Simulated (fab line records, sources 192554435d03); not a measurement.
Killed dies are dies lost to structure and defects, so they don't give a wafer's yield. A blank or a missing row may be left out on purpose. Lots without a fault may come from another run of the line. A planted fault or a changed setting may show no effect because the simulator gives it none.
fab line records | flow n5_finfet
record lots=5 wafers=15 last_day=19
route steps=1938 shown BEOL_M0@722
lots that met no fault: from a run of the same line without faults
start_h: hours from the record's first day to the start of the lot's first wafer shown | wait_h: hours since the lot's step before | " the same as in the row above | L1.1+2: a row that stands for several wafers | - no value, or no start given | * or withheld: withheld | < > ~ a bound
route shown NAME@n: a module of which the file shows steps, and the number in the route of the first | usual: mean/standard deviation of fault-free wafers | same: alike in all rows | chamber/n: place in a boat | sites: the reading at each site | _std_site: their standard deviation | _edge_site: outer sites' mean less inner sites' | radius_mm: how far each site lies from the wafer's centre | mask NAME#n: copy n | behind: the tool/chamber that last shaped the wafer | hold: why the lot was held/for how many hours/how that ended | device: the transistor (n, p or np) that didn't switch | end of line: the same wafers' tests at the end of the route | a step without rows: its recipe alone | killed: dies lost to structure and defects at the first sort, not the wafer's yield | map: a wafer's dies, x killed, . not, _ none there
set.NAME: the setting as run; set.NAME@STEP: as run at that earlier step | model.NAME: the simulator's own value behind a step, which no gauge read
lots at some steps of the route; a table a step, a row a wafer
services: from which hour (start_h, from the record's first day; less than 0 if before it) a tool's chamber was out of use, for how many hours, and why
## steps
# step N5_BEOL_M0_STRIP_142
# recipe chemistry=N2/H2 time_s=10 power_w=450 temp_c=40 pressure_mtorr=20 rf_frequency_hz=6e+07 bias_power_w=7 n2_flow_sccm=200 h2_flow_sccm=200
# usual drypump_motor_current_A=5.6/0.53 oes_product_au=0.78/0.081 rf_vpp_V=59.1/0.73 showerhead_plenum_p_Torr=2.54/0.074 throttle_valve_pct=23.37/0.3
# columns lot.wafer tool chamber start_h wait_h drypump_motor_current_A oes_product_au rf_hours_counter_h rf_vpp_V showerhead_plenum_p_Torr throttle_valve_pct
L076.2 rie_diel-04 3 124.76 0.0 6.5 0.73 192 60.4 2.61 23.17
L076.3 " 1 " " 6.3 0.93 17 59.7 2.61 23.79
L076.5 " 1 " " 6.4 0.93 - 59.3 2.61 23.78
L087.1 rie_diel-04 2 191.07 0.0 4.9 0.74 144 59.3 2.55 23.20
L087.4 " 1 " " 6.4 0.89 33 59.2 2.60 23.83
L087.6 " 2 " " 4.9 0.73 - 58.7 2.55 23.20
L089.1 rie_diel-05 1 204.21 0.0 6.4 0.87 40 60.4 2.48 23.21
L089.3 " 3 " " 5.3 0.93 22 58.7 2.48 23.44
L089.5 " 2 " " 5.4 0.77 - 59.4 2.53 23.15
L090.1 rie_diel-01 2 213.18 0.0 5.2 0.67 241 58.4 2.39 23.12
L090.3 " 3 " " 5.6 0.83 68 57.6 2.49 23.19
L090.6 " 3 " " 5.6 0.83 - 59.0 2.49 23.20
L091.3 rie_diel-05 3 213.31 0.0 5.2 0.92 24 60.3 2.48 23.46
L091.5 " 2 " " 5.4 0.76 - 59.2 2.53 23.14
L091.6 " 3 " " 5.2 0.92 - 59.4 2.48 23.44
# step N5_BEOL_M0_OCD_MEAS_108
# usual trench_depth_nm=32.5/0.66
# columns lot.wafer tool chamber start_h wait_h trench_depth_nm
L076.2 ocd-01 - 124.84 0.1 32.3
L076.3 " - " " 34.3
L076.5 " - " " 33.5
L087.1 ocd-01 - 191.15 0.1 31.2
L087.4 " - " " 33.6
L087.6 " - " " 31.6
L089.1 ocd-02 - 204.29 0.1 32.6
L089.3 " - " " 32.8
L089.5 " - " " 34.0
L090.1 ocd-02 - 213.26 0.1 32.8
L090.3 " - " " 31.9
L090.6 " - " " 31.8
L091.3 ocd-01 - 213.39 0.1 33.1
L091.5 " - " " 33.1
L091.6 " - " " 32.7
# step N5_BEOL_M0_HM_STRIP_129
# recipe chemistry=peroxide_tin_strip material=TiN target_depth_a=170 temp_c=50 time_s=108
# columns lot.wafer tool chamber start_h wait_h
L076.2+3+5 wet_bench-05 4,1,3 124.87 0.0
L087.1+4+6 wet_bench-05 2,0,7 191.18 0.0
L089.1+3+5 wet_bench-06 5,3,6 204.32 0.0
L090.1+3+6 wet_bench-05 3,2,0 213.29 0.0
L091.3+5+6 wet_bench-02 6,7,2 213.42 0.0
# step N5_BEOL_M0_SRD_130
# recipe time_s=30 temp_c=23 rinse_liquid=diw dry=ipa_marangoni
# columns lot.wafer tool chamber start_h wait_h
L076.2+3+5 wet_bench-05 4,1,3 124.90 0.0
L087.1+4+6 wet_bench-05 2,0,7 191.22 0.0
L089.1+3+5 wet_bench-06 5,3,6 204.36 0.0
L090.1+3+6 wet_bench-05 3,2,0 213.33 0.0
L091.3+5+6 wet_bench-02 6,7,2 213.49 0.0
# step N5_BEOL_M0_ETCH_109
# recipe chemistry=CH3F/O2 target_depth_a=80 overetch_a=24 target=SiCN time_s=27.4 ion_energy_ev=120 pressure_mtorr=30 source_w=395 bias_w=75 Ar_flow_sccm=150 CH3F_flow_sccm=30 O2_flow_sccm=20
# usual bias_w=75.00/0.22 drypump_motor_current_A=5.6/0.53 mfc_ar_sccm=150.0/0.5 oes_product_au=0.68/0.067 rf_vpp_V=297.2/1.4 showerhead_plenum_p_Torr=2.00/0.046 throttle_valve_pct=16.13/0.17
# columns lot.wafer tool chamber start_h wait_h bias_w drypump_motor_current_A mfc_ar_sccm oes_product_au rf_hours_counter_h rf_vpp_V showerhead_plenum_p_Torr throttle_valve_pct
L076.2 rie_diel-01 0 124.95 0.0 74.83 5.5 150.3 0.62 176 296.6 2.01 16.45
L076.3 " 1 " " 75.16 5.0 149.9 0.65 145 301.7 2.09 16.26
L076.5 " 0 " " 75.11 5.5 150.2 0.64 - 296.3 2.01 16.44
L087.1 rie_diel-04 0 191.26 0.0 75.05 5.8 150.9 0.58 229 296.7 2.00 16.39
L087.4 " 1 " " 75.39 6.3 150.7 0.74 33 298.3 2.04 16.30
L087.6 " 3 " " 75.05 6.5 150.5 0.60 - 299.2 2.05 16.13
L089.1 rie_diel-05 1 204.40 0.0 74.82 6.4 150.7 0.73 40 296.2 1.96 15.94
L089.3 " 0 " " 75.00 5.3 149.0 0.66 105 298.7 2.01 16.19
L089.5 " 2 " " 74.86 5.4 150.4 0.63 - 298.1 2.02 16.09
L090.1 rie_diel-01 2 213.40 0.1 74.71 5.3 150.2 0.58 241 297.1 1.91 16.29
L090.3 " 1 " " 75.34 5.1 149.4 0.61 169 299.8 2.08 16.29
L090.6 " 1 " " 75.03 5.1 150.5 0.63 - 298.4 2.08 16.29
L091.3 rie_diel-01 2 213.56 0.0 74.65 5.2 149.7 0.58 241 294.7 1.91 16.29
L091.5 " 2 " " 74.48 5.2 150.2 0.58 - 295.3 1.91 16.31
L091.6 " 3 " " 74.90 5.6 149.8 0.72 - 295.4 1.94 15.92
# step N5_BEOL_M0_STRIP_139
# recipe chemistry=post_etch_residue_remover time_s=60 temp_c=25 remover_ph=withheld remover_water_wt_pct=withheld remover_fluoride_wt_pct=withheld
# columns lot.wafer tool chamber start_h wait_h
L076.2+3+5 wet_bench-06 5,1,0 125.05 0.1
L087.1+4+6 wet_bench-06 1,2,4 191.36 0.1
L089.1+3+5 wet_bench-05 0,1,5 204.50 0.1
L090.1+3+6 wet_bench-06 6,5,1 213.50 0.1
L091.3+5+6 wet_bench-05 6,2,1 213.66 0.1
# step N5_BEOL_M0_SRD_111
# recipe time_s=30 temp_c=23 rinse_liquid=diw dry=ipa_marangoni
# columns lot.wafer tool chamber start_h wait_h
L076.2+3+5 wet_bench-06 5,1,0 125.07 0.0
L087.1+4+6 wet_bench-06 1,2,4 191.38 0.0
L089.1+3+5 wet_bench-05 0,1,5 204.52 0.0
L090.1+3+6 wet_bench-06 6,5,1 213.52 0.0
L091.3+5+6 wet_bench-05 6,2,1 213.68 0.0
# step N5_BEOL_M0_DEGAS_112
# recipe ambient=vacuum temp_c=250 time_s=60
# usual heater_power_w=331/33
# columns lot.wafer tool chamber start_h wait_h heater_power_w
L076.2 pvd_sputter-01 - 126.02 0.9 324
L076.3 " - " " 344
L076.5 " - " " 315
L087.1 pvd_sputter-03 - 191.46 0.1 325
L087.4 " - " " 294
L087.6 " - " " 319
L089.1 pvd_sputter-03 - 204.76 0.2 320
L089.3 " - " " 299
L089.5 " - " " 293
L090.1 pvd_sputter-01 - 213.81 0.3 320
L090.3 " - " " 332
L090.6 " - " " 323
L091.3 pvd_sputter-03 - 214.13 0.4 329
L091.5 " - " " 323
L091.6 " - " " 297
# step N5_BEOL_M0_PRE_CLEAN_113
# recipe gas=H2/He time_s=30 temp_c=250
# usual heater_power_w=331/34
# columns lot.wafer tool chamber start_h wait_h heater_power_w
L076.2 pvd_sputter-01 - 126.06 0.0 319
L076.3 " - " " 329
L076.5 " - " " 325
L087.1 pvd_sputter-03 - 191.50 0.0 324
L087.4 " - " " 300
L087.6 " - " " 333
L089.1 pvd_sputter-03 - 204.80 0.0 320
L089.3 " - " " 298
L089.5 " - " " 296
L090.1 pvd_sputter-01 - 213.85 0.0 312
L090.3 " - " " 337
L090.6 " - " " 320
L091.3 pvd_sputter-03 - 214.17 0.0 335
L091.5 " - " " 322
L091.6 " - " " 292
# step N5_BEOL_M0_ALD_136
# recipe material=TaN target_thk_a=* temp_c=275 ald_precursor_family=PDMAT ald_co_reactant=NH3 pressure_torr=3 carrier_flow_sccm=1500 pulse_time_s=2 purge_time_s=3 co_reactant_purge_time_s=2 co_reactant_pulse_time_s=3 ald_cycles=30 precursor_vessel_temp_c=75 precursor_vessel_pressure_torr=26.25 precursor_vessel_carrier_sccm=1000
# usual heater_power_w=410/39 precursor_vessel_pressure_torr=26.24/0.054 precursor_vessel_temp_c=74.98/0.14
# same co_reactant_pulse_time_s=3
# columns lot.wafer tool chamber start_h wait_h heater_power_w precursor_vessel_pressure_torr precursor_vessel_temp_c
L076.2 ald_metal-02 0 126.12 0.0 466 26.23 74.83
L076.3 " 1 " " 391 26.27 75.17
L076.5 " 0 " " 492 26.26 74.60
L087.1 ald_metal-01 2 191.59 0.1 408 26.25 74.90
L087.4 " 1 " " 367 26.34 75.00
L087.6 " 1 " " 382 26.30 74.98
L089.1 ald_metal-01 0 204.88 0.1 407 26.31 74.99
L089.3 " 2 " " 411 26.13 74.80
L089.5 " 0 " " 403 26.32 75.13
L090.1 ald_metal-03 2 213.97 0.1 449 26.21 75.04
L090.3 " 3 " " 431 26.27 74.97
L090.6 " 1 " " 400 26.18 75.16
L091.3 ald_metal-01 0 214.46 0.3 401 26.24 75.08
L091.5 " 2 " " 400 26.25 75.26
L091.6 " 3 " " 384 26.24 75.07
# step N5_BEOL_M0_SURFACE_TREAT_137
# recipe gas=Ar time_s=* ion_energy_ev=* ion_current_ma_cm2=0.5 pressure_mtorr=* ar_flow_sccm=30
# usual throttle_valve_pct=*
# columns lot.wafer tool chamber start_h wait_h throttle_valve_pct
L076.2 pvd_sputter-03 - 126.34 0.1 *
L076.3 " - " " *
L076.5 " - " " *
L087.1 pvd_sputter-01 - 191.90 0.2 *
L087.4 " - " " *
L087.6 " - " " *
L089.1 pvd_sputter-03 - 205.10 0.1 *
L089.3 " - " " *
L089.5 " - " " *
L090.1 pvd_sputter-03 - 214.31 0.2 *
L090.3 " - " " *
L090.6 " - " " *
L091.3 pvd_sputter-01 - 215.73 1.2 *
L091.5 " - " " *
L091.6 " - " " *
# step N5_BEOL_M0_CVD_115
# recipe material=Co target_thk_a=* temp_c=withheld precursor=CCTBA/H2 pressure_torr=30 time_s=120
# columns lot.wafer tool chamber start_h wait_h
L076.2+3+5 cvd_co-02 2,0,2 126.40 0.0
L087.1+4+6 cvd_co-01 0,0,1 192.18 0.3
L089.1+3+5 cvd_co-01 1,0,2 205.17 0.0
L090.1+3+6 cvd_co-01 2,0,2 214.60 0.3
L091.3+5+6 cvd_co-01 1,0,2 216.02 0.3
# step N5_BEOL_M0_SPUTTER_116
# recipe material=Cu target_thk_a=40 temp_c=-20 chamber_pressure_pa=0.07 power_w=withheld time_s=7.37
# usual throttle_valve_pct=30.4/0.67
# columns lot.wafer tool chamber start_h wait_h throttle_valve_pct
L076.2 pvd_sputter-02 - 126.50 0.1 30.2
L076.3 " - " " 29.5
L076.5 " - " " 29.9
L087.1 pvd_sputter-02 - 193.86 1.6 30.5
L087.4 " - " " 30.0
L087.6 " - " " 30.0
L089.1 pvd_sputter-03 - 205.27 0.1 30.7
L089.3 " - " " 30.0
L089.5 " - " " 31.9
L090.1 pvd_sputter-01 - 215.77 1.1 30.0
L090.3 " - " " 30.2
L090.6 " - " " 30.7
L091.3 pvd_sputter-01 - 216.21 0.1 30.5
L091.5 " - " " 31.1
L091.6 " - " " 29.9
# step N5_BEOL_M0_ANNEAL_117
# recipe temp_c=400 time_s=60 ambient=vacuum
# usual heater_power_w=830/88
# columns lot.wafer tool chamber start_h wait_h heater_power_w
L076.2 pvd_sputter-02 - 126.58 0.0 1027
L076.3 " - " " 966
L076.5 " - " " 789
L087.1 pvd_sputter-02 - 193.94 0.0 779
L087.4 " - " " 802
L087.6 " - " " 784
L089.1 pvd_sputter-03 - 205.35 0.0 735
L089.3 " - " " 819
L089.5 " - " " 742
L090.1 pvd_sputter-01 - 215.85 0.0 788
L090.3 " - " " 850
L090.6 " - " " 839
L091.3 pvd_sputter-01 - 216.29 0.0 839
L091.5 " - " " 800
L091.6 " - " " 778
# step N5_BEOL_M0_SPUTTER_132
# recipe material=Cu target_thk_a=40 temp_c=-20 chamber_pressure_pa=0.07 power_w=withheld time_s=7.37
# usual throttle_valve_pct=30.4/0.68
# columns lot.wafer tool chamber start_h wait_h throttle_valve_pct
L076.2 pvd_sputter-02 - 126.62 0.0 30.1
L076.3 " - " " 29.6
L076.5 " - " " 30.0
L087.1 pvd_sputter-02 - 193.98 0.0 30.7
L087.4 " - " " 30.1
L087.6 " - " " 30.0
L089.1 pvd_sputter-03 - 205.39 0.0 30.6
L089.3 " - " " 30.3
L089.5 " - " " 32.0
L090.1 pvd_sputter-01 - 215.89 0.0 30.0
L090.3 " - " " 30.2
L090.6 " - " " 30.5
L091.3 pvd_sputter-01 - 216.33 0.0 30.5
L091.5 " - " " 30.8
L091.6 " - " " 29.8
# step N5_BEOL_M0_ANNEAL_133
# recipe temp_c=400 time_s=60 ambient=vacuum
# usual heater_power_w=829/87
# columns lot.wafer tool chamber start_h wait_h heater_power_w
L076.2 pvd_sputter-02 - 126.70 0.0 1017
L076.3 " - " " 990
L076.5 " - " " 790
L087.1 pvd_sputter-02 - 194.06 0.0 788
L087.4 " - " " 788
L087.6 " - " " 775
L089.1 pvd_sputter-03 - 205.47 0.0 739
L089.3 " - " " 806
L089.5 " - " " 733
L090.1 pvd_sputter-01 - 215.97 0.0 819
L090.3 " - " " 828
L090.6 " - " " 830
L091.3 pvd_sputter-01 - 216.41 0.0 847
L091.5 " - " " 781
L091.6 " - " " 844
# step N5_BEOL_M0_SPUTTER_134
# recipe material=Cu target_thk_a=40 temp_c=-20 chamber_pressure_pa=0.07 power_w=withheld time_s=7.37
# usual throttle_valve_pct=30.4/0.68
# columns lot.wafer tool chamber start_h wait_h throttle_valve_pct
L076.2 pvd_sputter-02 - 126.74 0.0 30.5
L076.3 " - " " 29.5
L076.5 " - " " 30.0
L087.1 pvd_sputter-02 - 194.10 0.0 30.8
L087.4 " - " " 30.1
L087.6 " - " " 29.9
L089.1 pvd_sputter-03 - 205.51 0.0 30.7
L089.3 " - " " 30.4
L089.5 " - " " 32.0
L090.1 pvd_sputter-01 - 216.01 0.0 29.7
L090.3 " - " " 30.2
L090.6 " - " " 30.3
L091.3 pvd_sputter-01 - 216.45 0.0 30.7
L091.5 " - " " 30.8
L091.6 " - " " 29.7
# step N5_BEOL_M0_ANNEAL_135
# recipe temp_c=400 time_s=60 ambient=vacuum
# usual heater_power_w=830/86
# columns lot.wafer tool chamber start_h wait_h heater_power_w
L076.2 pvd_sputter-02 - 126.82 0.0 998
L076.3 " - " " 958
L076.5 " - " " 784
L087.1 pvd_sputter-02 - 194.18 0.0 774
L087.4 " - " " 774
L087.6 " - " " 775
L089.1 pvd_sputter-03 - 205.59 0.0 739
L089.3 " - " " 823
L089.5 " - " " 749
L090.1 pvd_sputter-01 - 216.09 0.0 813
L090.3 " - " " 844
L090.6 " - " " 842
L091.3 pvd_sputter-01 - 216.53 0.0 834
L091.5 " - " " 783
L091.6 " - " " 801
# step N5_BEOL_M0_SPUTTER_141
# recipe material=Cu target_thk_a=40 temp_c=-20 chamber_pressure_pa=0.07 power_w=withheld time_s=7.37
# usual throttle_valve_pct=30.4/0.68
# columns lot.wafer tool chamber start_h wait_h throttle_valve_pct
L076.2 pvd_sputter-02 - 126.86 0.0 30.2
L076.3 " - " " 29.5
L076.5 " - " " 30.2
L087.1 pvd_sputter-02 - 194.22 0.0 30.7
L087.4 " - " " 30.2
L087.6 " - " " 30.1
L089.1 pvd_sputter-03 - 205.63 0.0 30.6
L089.3 " - " " 30.2
L089.5 " - " " 31.9
L090.1 pvd_sputter-01 - 216.13 0.0 29.7
L090.3 " - " " 30.4
L090.6 " - " " 30.4
L091.3 pvd_sputter-01 - 216.57 0.0 30.3
L091.5 " - " " 30.9
L091.6 " - " " 29.9
# step N5_BEOL_M0_ECD_118
# recipe material=Cu target_thk_a=3000
# columns lot.wafer tool chamber start_h wait_h
L076.2+3+5 ecd_cu-01 0 126.98 0.1
L087.1+4+6 ecd_cu-01 0,1,0 194.35 0.1
L089.1+3+5 ecd_cu-01 1,1,0 205.74 0.1
L090.1+3+6 ecd_cu-01 0,0,1 216.28 0.1
L091.3+5+6 ecd_cu-01 1,1,0 216.71 0.1
# step N5_BEOL_M0_ANNEAL_119
# recipe temp_c=225 time_s=90 ambient=N2
# usual wafer_temp_C_max=225.93/0.22
# columns lot.wafer tool chamber start_h wait_h wafer_temp_C_max
L076.2 rtp_anneal-01 0 127.11 0.1 226.17
L076.3 " 0 " " 225.94
L076.5 " 0 " " 226.40
L087.1 rtp_anneal-01 0 195.29 0.9 225.92
L087.4 " 0 " " 225.77
L087.6 " 0 " " 225.85
L089.1 rtp_anneal-02 0 205.82 0.1 225.98
L089.3 " 0 " " 226.09
L089.5 " 0 " " 225.85
L090.1 rtp_anneal-01 0 216.36 0.1 226.03
L090.3 " 0 " " 226.03
L090.6 " 0 " " 226.23
L091.3 rtp_anneal-01 0 216.95 0.2 225.94
L091.5 " 0 " " 226.20
L091.6 " 0 " " 226.07
# step N5_BEOL_M0_CMP_120
# recipe stop_on=SiOC t_overpolish_s=6.9 down_force_psi=1 platen_rpm=50 clearing_platen_down_force_psi=1.5 clearing_platen_rpm=50 post_cmp_clean=cu_alkaline clearing_platen_pad_velocity_m_s=0.99484 pad_velocity_m_s=0.99484
# usual barrier_field_endpoint_s=3.67/0.17 edge_zone_pressure_frac=1.001/0.005 motor_current_A=6.0/0.58 overpolish_run_s=6.901/0.0081 time_to_endpoint_s=63/4.5
# same t_overpolish_s=6.9
# columns lot.wafer tool chamber start_h wait_h barrier_field_endpoint_s edge_zone_pressure_frac motor_current_A overpolish_run_s time_to_endpoint_s
L076.2 cmp-03 2 127.40 0.2 3.77 1.004 5.0 6.901 70
L076.3 " 3 " " 3.80 1.002 5.9 6.898 70
L076.5 " 2 " " 3.89 0.999 5.1 6.909 67
L087.4 cmp-03 3 195.90 0.2 3.76 1.006 6.2 6.902 66
L087.1 " 1 " " 3.59 0.997 5.2 6.907 65
L087.6 " 3 " " 3.85 1.004 5.5 6.885 65
L089.1 cmp-03 2 206.17 0.3 3.74 0.994 5.1 6.897 66
L089.3 " 3 " " 3.74 0.998 6.3 6.895 69
L089.5 " 2 " " 3.66 0.989 4.8 6.903 67
L090.3 cmp-03 2 216.65 0.2 3.60 0.992 5.1 6.906 67
L090.1 " 3 " " 3.83 1.005 6.2 6.910 68
L090.6 " 3 " " 3.58 1.006 6.1 6.897 67
L091.3 cmp-04 3 217.26 0.3 3.93 1.001 6.7 6.910 65
L091.6 " 1 " " 3.45 0.991 5.7 6.904 56
L091.5 " 2 " " 3.71 1.007 5.9 6.900 64
# step N5_BEOL_M0_PRE_CLEAN_131
# recipe gas=NH3/H2 time_s=15 temp_c=* rf_power_w=300
# usual heater_power_w=97/23
# columns lot.wafer tool chamber start_h wait_h heater_power_w
L076.2 cvd_co-01 2 127.69 0.0 86
L076.3 " 0 " " 64
L076.5 " 0 " " 63
L087.1 cvd_co-01 1 196.19 0.0 98
L087.4 " 0 " " 64
L087.6 " 0 " " 64
L089.1 cvd_co-02 2 206.48 0.0 113
L089.3 " 1 " " 134
L089.5 " 1 " " 133
L090.1 cvd_co-01 2 217.04 0.1 83
L090.3 " 0 " " 63
L090.6 " 1 " " 97
L091.3 cvd_co-01 2 217.64 0.2 89
L091.5 " 2 " " 88
L091.6 " 0 " " 64
# step N5_BEOL_M0_CO_CAP_123
# recipe material=Co target_thk_a=20 temp_c=200 precursor=CCTBA/H2 pressure_torr=30 time_s=102.1
# usual heater_power_w=250/29
# columns lot.wafer tool chamber start_h wait_h heater_power_w
L076.2 cvd_co-01 2 127.75 0.0 229
L076.3 " 0 " " 209
L076.5 " 0 " " 211
L087.1 cvd_co-01 1 196.25 0.0 256
L087.4 " 0 " " 210
L087.6 " 0 " " 208
L089.1 cvd_co-02 2 206.52 0.0 272
L089.3 " 1 " " 297
L089.5 " 1 " " 288
L090.1 cvd_co-01 2 217.08 0.0 240
L090.3 " 0 " " 209
L090.6 " 1 " " 261
L091.3 cvd_co-01 2 217.68 0.0 237
L091.5 " 2 " " 235
L091.6 " 0 " " 210
# step N5_BEOL_M0_PRE_CLEAN_124
# recipe gas=NH3 time_s=15 temp_c=withheld rf_power_w=300
# columns lot.wafer tool chamber start_h wait_h
L076.2+3+5 pecvd-03 0,2,0 127.88 0.1
L087.1+4+6 pecvd-02 1,1,0 196.38 0.1
L089.1+3+5 pecvd-03 0 206.61 0.1
L090.1+3+6 pecvd-02 2,1,0 217.17 0.1
L091.3+5+6 pecvd-02 2,0,2 217.79 0.1
# step N5_BEOL_M0_DEP_125
# recipe material=SiCN target_thk_a=80 temp_c=withheld precursor=3MS/NH3 pressure_torr=3 rf_w=202 time_s=14
# usual showerhead_plenum_p_Torr=3.661/0.012 throttle_valve_pct=8.9/0.55
# columns lot.wafer tool chamber start_h wait_h showerhead_plenum_p_Torr throttle_valve_pct
L076.2 pecvd-03 0 127.90 0.0 3.664 8.8
L076.3 " 2 " " 3.659 8.3
L076.5 " 0 " " 3.662 8.8
L087.1 pecvd-02 1 196.40 0.0 3.676 9.0
L087.4 " 1 " " 3.675 9.2
L087.6 " 0 " " 3.649 8.7
L089.1 pecvd-03 0 206.65 0.0 3.673 9.0
L089.3 " 0 " " 3.666 9.2
L089.5 " 0 " " 3.655 9.0
L090.1 pecvd-02 2 217.20 0.0 3.655 8.2
L090.3 " 1 " " 3.669 9.4
L090.6 " 1 " " 3.679 9.3
L091.3 pecvd-02 2 217.83 0.0 3.663 7.9
L091.5 " 0 " " 3.657 8.8
L091.6 " 2 " " 3.655 8.3
# step N5_BEOL_M0_RS_MEAS_126
# recipe thk_meas_gauge=four-point-probe reads=Co_of_BEOL_M0_CO_CAP_123+Cu_of_BEOL_M0_ECD_118+Co_of_BEOL_M0_CVD_115+TaN_of_BEOL_M0_ALD_136
# usual M0_RS=0.534/0.023
# columns lot.wafer tool chamber start_h wait_h M0_RS[ohm/sq]
L076.2 film_metro-01 - 127.97 0.1 0.521
L076.3 " - " " 0.535
L076.5 " - " " 0.519
L087.1 film_metro-01 - 196.47 0.0 0.543
L087.4 " - " " 0.508
L087.6 " - " " 0.517
L089.1 film_metro-02 - 206.74 0.1 0.513
L089.3 " - " " 0.530
L089.5 " - " " 0.499
L090.1 film_metro-01 - 217.26 0.0 0.529
L090.3 " - " " 0.555
L090.6 " - " " 0.512
L091.3 film_metro-01 - 217.90 0.1 0.537
L091.5 " - " " 0.505
L091.6 " - " " 0.542
# step N5_BEOL_M0_INSPECT_127
# recipe inspect_instrument=darkfield mode=post_dep
# usual raw_defect_count=66/20
# columns lot.wafer tool chamber start_h wait_h raw_defect_count
L076.2 defect_inspect-02 - 128.00 0.0 68
L076.3 " - " " 49
L076.5 " - " " 74
L087.1 defect_inspect-02 - 196.50 0.0 49
L087.4 " - " " 48
L087.6 " - " " 56
L089.1 defect_inspect-02 - 206.76 0.0 69
L089.3 " - " " 66
L089.5 " - " " 46
L090.1 defect_inspect-02 - 217.29 0.0 83
L090.3 " - " " 97
L090.6 " - " " 91
L091.3 defect_inspect-02 - 217.92 0.0 41
L091.5 " - " " 69
L091.6 " - " " 59
## services
# columns tool chamber start_h hours kind
pvd_sputter-01 - 102.01 15.5 repair
ald_metal-02 2 104.99 4.0 repair
pvd_sputter-03 - 106.97 1.1 repair
cvd_co-02 - 108.26 6.9 pm
rie_diel-01 1 110.94 3.2 repair
pvd_sputter-02 - 118.55 0.5 repair
rie_diel-01 - 123.84 1.0 repair
rie_diel-04 0 130.04 8.7 repair
pvd_sputter-03 - 135.19 3.9 repair
wet_bench-06 - 141.04 3.0 repair
pvd_sputter-01 - 147.54 3.7 repair
rie_diel-01 - 147.93 0.5 repair
cvd_co-01 - 149.42 2.8 pm
cvd_co-02 0 150.19 4.5 repair
ecd_cu-01 - 158.45 3.0 repair
pvd_sputter-03 - 175.65 1.1 repair
rie_diel-05 - 177.06 2.8 pm
cvd_co-01 2 182.14 16.5 repair
pvd_sputter-02 - 184.70 1.4 repair
rie_diel-05 - 188.93 0.2 repair
ald_metal-01 - 196.00 2.9 repair
rie_diel-04 3 206.48 9.8 repair
rie_diel-01 0 208.40 5.3 repair
rie_diel-05 - 208.65 0.6 repair
## key
fault none
